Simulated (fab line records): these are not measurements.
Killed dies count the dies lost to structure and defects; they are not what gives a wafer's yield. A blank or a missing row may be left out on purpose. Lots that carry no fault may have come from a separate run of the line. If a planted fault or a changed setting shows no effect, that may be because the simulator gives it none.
fab line records	flow n5_finfet
[record] lots = 6	wafers = 17	last_day = 17
route steps=1938 shown DUMMY_GATE@246 SPACER0@258
lots that met no fault: taken from a fault-free run of the same line
start_h: the number of hours between the record's first day and the start of the first shown wafer of the lot	wait_h: hours since the lot's step before	" repeats the value in the row above	L1.1+2: several wafers, shown together as one row	- no value, or no start given	* or withheld: withheld	< > ~ a bound
route shown NAME@n: names a module that has steps shown in the file, with the first one's number in the route	usual: mean/standard deviation taken from wafers without a fault	same: alike in all rows	chamber/n: place in a boat	sites: per-site readings	_std_site: how widely they spread, as a standard deviation	_edge_site: mean of outer sites minus mean of inner sites	radius_mm: how far each site lies from the wafer's centre	mask NAME#n: copy n	behind: the tool/chamber that last shaped the wafer	hold: why the lot went on hold/how many hours it stayed there/how the hold came to an end	device: names the non-switching transistor (n, p or np)	end of line: the same wafers' tests at the end of the route	where a step has no rows: the recipe by itself	killed: dies lost to structure and defects at the first sort, not the wafer's yield	map: a wafer's dies, x killed, . not, _ none there
set.NAME: the setting the step ran with; set.NAME@STEP: the setting that earlier step ran with	model.NAME: the simulator's own value behind a step, which no gauge read
lots at some steps of the route; a table a step, a row a wafer
services: a tool's chamber out of use, with start hour (start_h, from the record's first day; less than 0 if before it), hours out, and reason
[[steps]]
[step N5_DUMMY_GATE_ETCH_32]
[recipe] chemistry = CF4	target = SiO2	target_depth_a = 35	time_s = 3.9	ion_energy_ev = 350	pressure_mtorr = 10	icp_w = 800	bias_w = 400	cf4_flow_sccm = 80
[usual] drypump_motor_current_A = 5.7/0.44	oes_product_au = 1.003/0.013	throttle_valve_pct = 21.65/0.26
lot.wafer	tool	chamber	start_h	wait_h	drypump_motor_current_A	oes_product_au	rf_hours_counter_h	throttle_valve_pct
L338.1	rie_si-03	0	70.24	0.1	5.7	1.003	97	21.97
L338.4	"	2	"	"	5.0	1.017	-	21.70
L345.4	rie_si-03	1	114.22	0.1	5.4	0.994	187	21.41
L345.5	"	1	"	"	5.4	0.990	-	21.42
L345.6	"	0	"	"	5.7	1.009	-	21.97
L350.1	rie_si-02	0	142.88	0.1	5.4	1.012	34	21.18
L350.2	"	3	"	"	6.1	1.018	33	21.51
L350.6	"	3	"	"	6.1	1.026	-	21.50
L354.3	rie_si-01	1	165.55	0.1	6.5	0.982	87	21.59
L354.5	"	2	"	"	6.1	0.995	-	22.05
L354.6	"	1	"	"	6.5	0.980	-	21.58
L355.2	rie_si-02	2	172.04	0.1	5.7	0.992	105	21.81
L355.4	"	1	"	"	5.3	0.988	0	22.04
L355.5	"	3	"	"	6.1	1.018	-	21.50
L356.1	rie_si-02	1	177.65	0.1	5.3	0.976	0	22.01
L356.3	"	3	"	"	6.1	1.024	34	21.50
L356.4	"	0	"	"	5.4	1.007	35	21.20
[step N5_DUMMY_GATE_ETCH_23]
[recipe] chemistry = HBr/Cl2/O2	HBr_flow_sccm = 150	Cl2_flow_sccm = 80	O2_flow_sccm = 12	bias_w = 102	target_depth_a = 410	time_s = 22.3	target = poly-Si	mask_material = SiO2	pressure_mtorr = 10	icp_w = 800
[usual] drypump_motor_current_A = 5.7/0.44	oes_product_au = 1.002/0.011	throttle_valve_pct = 37.00/0.27
lot.wafer	tool	chamber	start_h	wait_h	drypump_motor_current_A	oes_product_au	rf_hours_counter_h	throttle_valve_pct
L338.1	rie_si-03	0	70.27	0.0	5.7	1.001	97	37.32
L338.4	"	2	"	"	5.0	1.013	-	37.08
L345.4	rie_si-03	1	114.25	0.0	5.4	1.007	187	36.63
L345.5	"	1	"	"	5.4	1.006	-	36.64
L345.6	"	0	"	"	5.7	1.017	-	37.29
L350.1	rie_si-02	0	142.91	0.0	5.4	1.001	34	36.50
L350.2	"	3	"	"	6.1	1.006	33	36.88
L350.6	"	3	"	"	6.2	1.003	-	36.91
L354.3	rie_si-01	1	165.59	0.0	6.5	0.991	87	37.01
L354.5	"	2	"	"	6.1	0.991	-	37.42
L354.6	"	1	"	"	6.4	0.987	-	37.03
L355.2	rie_si-02	2	172.08	0.0	5.7	0.988	105	37.23
L355.4	"	1	"	"	5.3	0.979	0	37.36
L355.5	"	3	"	"	6.1	1.010	-	36.91
L356.1	rie_si-02	1	177.69	0.0	5.3	0.982	0	37.36
L356.3	"	3	"	"	6.1	1.021	34	36.91
L356.4	"	0	"	"	5.4	1.003	35	36.50
[step N5_DUMMY_GATE_ETCH_44]
[recipe] chemistry = HBr/O2	over_etch_frac = 0.7	target_depth_a = 1275	stop_on = SiO2	ion_energy_ev = 60	bias_w = 20	target = poly-Si	mask_material = SiO2	pressure_mtorr = 20	icp_w = 400	HBr_flow_sccm = 120	O2_flow_sccm = 10
[usual] drypump_motor_current_A = 5.7/0.44	oes_product_au = 0.735/0.011	throttle_valve_pct = 18.39/0.19
lot.wafer	tool	chamber	start_h	wait_h	drypump_motor_current_A	oes_product_au	rf_hours_counter_h	throttle_valve_pct
L338.1	rie_si-03	0	70.33	0.0	5.7	0.737	97	18.55
L338.4	"	2	"	"	5.0	0.738	-	18.37
L345.4	rie_si-03	1	114.31	0.0	5.5	0.740	187	18.30
L345.5	"	1	"	"	5.4	0.734	-	18.32
L345.6	"	0	"	"	5.7	0.737	-	18.55
L350.1	rie_si-02	0	142.97	0.0	5.4	0.730	34	18.04
L350.2	"	3	"	"	6.1	0.733	33	18.22
L350.6	"	3	"	"	6.1	0.719	-	18.22
L354.3	rie_si-01	1	165.64	0.0	6.5	0.730	87	18.39
L354.5	"	2	"	"	6.1	0.719	-	18.74
L354.6	"	1	"	"	6.5	0.746	-	18.42
L355.2	rie_si-02	2	172.13	0.0	5.7	0.738	105	18.55
L355.4	"	1	"	"	5.3	0.714	0	18.50
L355.5	"	3	"	"	6.1	0.733	-	18.21
L356.1	rie_si-02	1	177.74	0.0	5.3	0.703	0	18.49
L356.3	"	3	"	"	6.1	0.729	34	18.22
L356.4	"	0	"	"	5.4	0.748	35	18.03
[step N5_DUMMY_GATE_CD_MEAS_24]
[recipe] target_cd_nm = 15
[usual] cd_nm = 14.9/0.43
lot.wafer	tool	chamber	start_h	wait_h	cd_nm
L338.1	cd_sem-03	-	70.44	0.1	15.1
L338.4	"	-	"	"	14.7
L345.4	cd_sem-03	-	114.42	0.1	15.3
L345.5	"	-	"	"	15.7
L345.6	"	-	"	"	15.0
L350.1	cd_sem-01	-	143.08	0.1	14.7
L350.2	"	-	"	"	14.6
L350.6	"	-	"	"	14.7
L354.3	cd_sem-01	-	165.76	0.1	15.1
L354.5	"	-	"	"	14.9
L354.6	"	-	"	"	15.2
L355.2	cd_sem-02	-	172.25	0.1	14.2
L355.4	"	-	"	"	15.2
L355.5	"	-	"	"	14.6
L356.1	cd_sem-03	-	177.85	0.1	14.8
L356.3	"	-	"	"	15.5
L356.4	"	-	"	"	14.9
[step N5_DUMMY_GATE_ETCH_42]
[recipe] chemistry = CHF3/O2	target = SiO2	target_depth_a = 35	time_s = 31	ion_energy_ev = 30	bias_w = 12	pressure_mtorr = 30	source_w = 600	Ar_flow_sccm = 200	CHF3_flow_sccm = 50	O2_flow_sccm = 5
[usual] drypump_motor_current_A = 5.7/0.4	oes_f_703_au = 0.79/0.083	oes_product_au = 0.80/0.082	rf_vpp_V = 42.1/0.94	showerhead_plenum_p_Torr = 2.41/0.094	throttle_valve_pct = 18.75/0.13
lot.wafer	tool	chamber	start_h	wait_h	drypump_motor_current_A	oes_f_703_au	oes_product_au	rf_hours_counter_h	rf_vpp_V	showerhead_plenum_p_Torr	throttle_valve_pct
L338.1	rie_diel-04	3	70.49	0.0	5.7	0.70	0.70	215	41.7	2.28	18.84
L338.4	"	2	"	"	5.6	0.67	0.68	236	43.4	2.29	18.84
L345.4	rie_diel-04	3	114.46	0.0	5.7	0.69	0.69	228	41.9	2.28	18.87
L345.5	"	1	"	"	5.9	0.92	0.90	-	43.0	2.55	18.73
L345.6	"	2	"	"	5.6	0.66	0.67	-	41.4	2.28	18.85
L350.1	rie_diel-04	1	143.13	0.0	5.8	0.90	0.88	37	43.7	2.55	18.74
L350.2	"	0	"	"	5.1	0.79	0.78	145	42.1	2.42	18.74
L350.6	"	0	"	"	5.1	0.79	0.77	-	42.1	2.42	18.75
L354.3	rie_diel-04	2	165.81	0.0	5.5	0.90	0.93	7	43.9	2.57	18.46
L354.5	"	1	"	"	5.8	0.88	0.87	-	42.0	2.54	18.74
L354.6	"	0	"	"	5.1	0.78	0.76	-	42.0	2.42	18.75
L355.2	rie_diel-01	3	172.29	0.0	6.0	0.77	0.78	144	43.1	2.43	18.72
L355.4	"	3	"	"	6.0	0.76	0.78	-	42.5	2.43	18.74
L355.5	"	2	"	"	5.2	0.82	0.82	-	42.3	2.35	18.90
L356.1	rie_diel-01	1	178.03	0.2	6.3	0.81	0.84	58	41.0	2.36	18.52
L356.3	"	3	"	"	6.0	0.76	0.77	147	41.5	2.43	18.71
L356.4	"	2	"	"	5.1	0.82	0.81	-	42.5	2.35	18.90
[step N5_DUMMY_GATE_STRIP_48]
[recipe] chemistry = N2/H2	time_s = 20	power_w = 100	temp_c = 40	pressure_mtorr = 100	rf_frequency_hz = 6e+07	bias_power_w = 3	n2_flow_sccm = 300	h2_flow_sccm = 300
[step N5_DUMMY_GATE_PRECLEAN_33]
[recipe] chemistry = dHF	time_s = 10	dilution = 750:1	temp_c = 25
[step N5_DUMMY_GATE_PRECLEAN_25]
[recipe] chemistry = O3/DIW	time_s = 45	temp_c = 22	o3_ppm = 10
[step N5_DUMMY_GATE_PRECLEAN_51]
[recipe] chemistry = SC2	time_s = 45	temp_c = 35	mix = 1:1:50
[step N5_DUMMY_GATE_SRD_26]
[recipe] dry = ipa_marangoni	time_s = 30	temp_c = 23	rinse_liquid = diw
[step N5_DUMMY_GATE_UV_OZONE_45]
[recipe] time_s = 120	pressure_torr = 760	temp_c = 25
[step N5_DUMMY_GATE_INSPECT_27]
[recipe] inspect_instrument = brightfield	mode = aei
[usual] raw_defect_count = 283/82
lot.wafer	tool	chamber	start_h	wait_h	raw_defect_count
L338.1	defect_inspect-02	-	70.72	0.0	242
L338.4	"	-	"	"	231
L345.4	defect_inspect-01	-	114.70	0.0	246
L345.5	"	-	"	"	225
L345.6	"	-	"	"	210
L350.1	defect_inspect-02	-	143.37	0.0	217
L350.2	"	-	"	"	219
L350.6	"	-	"	"	250
L354.3	defect_inspect-01	-	166.05	0.0	394
L354.5	"	-	"	"	348
L354.6	"	-	"	"	460
L355.2	defect_inspect-01	-	172.53	0.0	218
L355.4	"	-	"	"	168
L355.5	"	-	"	"	201
L356.1	defect_inspect-02	-	178.27	0.0	396
L356.3	"	-	"	"	370
L356.4	"	-	"	"	448
[step N5_SPACER0_ALD_07]
[recipe] material = SiNx	target_thk_a = 20	temp_c = 400	ald_precursor_family = SiH2I2	ald_co_reactant = N2/H2-plasma	pressure_torr = 2
[usual] heater_power_w = 836/96
lot.wafer	tool	chamber	start_h	wait_h	heater_power_w	model.SiNx_of_SPACER0_ALD_07.thk_nm
L338.1	ald_sin-01	1	70.76	0.0	885	1.2
L338.4	"	3	"	"	894	1.2
L345.4	ald_sin-01	1	114.78	0.1	875	1.2
L345.5	"	1	"	"	863	2
L345.6	"	0	"	"	807	2
L350.1	ald_sin-04	3	143.40	0.0	790	2
L350.2	"	2	"	"	973	2
L350.6	"	0	"	"	855	2
L354.3	ald_sin-01	0	166.08	0.0	814	2
L354.5	"	0	"	"	802	2
L354.6	"	3	"	"	871	2
L355.2	ald_sin-04	0	172.56	0.0	814	2
L355.4	"	3	"	"	783	2
L355.5	"	2	"	"	969	2
L356.1	ald_sin-03	2	178.30	0.0	683	2
L356.3	"	1	"	"	575	2
L356.4	"	0	"	"	1020	2
[step N5_SPACER0_ALD_00]
[recipe] material = SiOCN	target_thk_a = 35	temp_c = 400	ald_precursor_family = alkyl-aminosilane	ald_co_reactant = O2/N2-plasma	pulse_time_s = 3	purge_time_s = 2	co_reactant_purge_time_s = 2	ald_cycles = 58	pressure_torr = 2
[usual] heater_power_w = 837/97	precursor_pulse_height_rel = 0.999/0.021
lot.wafer	tool	chamber	start_h	wait_h	heater_power_w	precursor_pulse_height_rel
L338.1	ald_sin-01	1	70.91	0.1	888	1.001
L338.4	"	3	"	"	931	0.982
L345.4	ald_sin-01	1	114.93	0.1	897	0.987
L345.5	"	1	"	"	878	1.003
L345.6	"	0	"	"	783	1.035
L350.1	ald_sin-04	3	143.56	0.1	774	0.966
L350.2	"	2	"	"	978	1.017
L350.6	"	0	"	"	826	1.016
L354.3	ald_sin-01	0	166.24	0.1	792	0.988
L354.5	"	0	"	"	778	1.012
L354.6	"	3	"	"	854	0.997
L355.2	ald_sin-04	0	172.72	0.1	847	0.963
L355.4	"	3	"	"	797	1.008
L355.5	"	2	"	"	981	0.991
L356.1	ald_sin-03	2	178.46	0.1	673	0.976
L356.3	"	1	"	"	587	0.975
L356.4	"	0	"	"	1033	1.023
[[services]]
tool	chamber	start_h	hours	kind
rie_si-01	3	48.04	8.9	repair
rie_diel-04	1	56.27	4.2	repair
rie_si-03	3	58.88	6.8	repair
rie_si-03	0	70.48	7.0	repair
rie_si-01	-	78.17	0.7	repair
rie_diel-04	0	80.56	7.8	repair
ald_sin-01	-	85.84	14.0	pm
ald_sin-01	0	85.84	14.0	vent_cycle
ald_sin-01	1	85.84	14.0	vent_cycle
ald_sin-01	2	85.84	14.0	vent_cycle
ald_sin-01	3	85.84	14.0	vent_cycle
rie_diel-01	-	98.51	2.8	pm
ald_sin-03	-	111.26	6.0	pm
rie_diel-01	3	111.79	13.2	repair
rie_diel-01	0	123.46	131.8	repair
rie_si-02	1	129.08	9.9	repair
ald_sin-04	1	137.93	12.3	repair
rie_si-02	1	140.73	-	clean
rie_si-02	1	140.73	18.0	scheduled_down
rie_si-02	1	140.73	18.0	vent_cycle
rie_si-01	3	150.60	4.7	repair
rie_si-03	1	152.82	1.6	repair
rie_diel-01	3	154.67	14.1	repair
ald_sin-04	-	173.10	6.0	pm
[[key]]
first_sign none at tools or gauges
[model_effect] step = N5_SPACER0_ALD_07	value = SiNx_of_SPACER0_ALD_07.thk_nm	without = 2	struck = 1.2
met_at N5_SPACER0_ALD_07
struck_wafers L338.1,L338.4,L345.4
tester_left_out L338,L345
[fault] kind = process_parameter_drift	tool = ald_sin-01	chamber = -	onset_h = 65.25	steps = N5_SPACER0_ALD_07	channel = target_thk_a	offset = *	shape = step	end_h = 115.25	scope = struck_wafers_only	acts_in = *	stated = *
// tester_left_out: of these lots the tester's yield and bins aren't shown, on N5 and GAA mostly nor the transistor test; their killed dies are dies lost to structure and defects alone, not to doping, threshold or leakage, so they don't give the yield
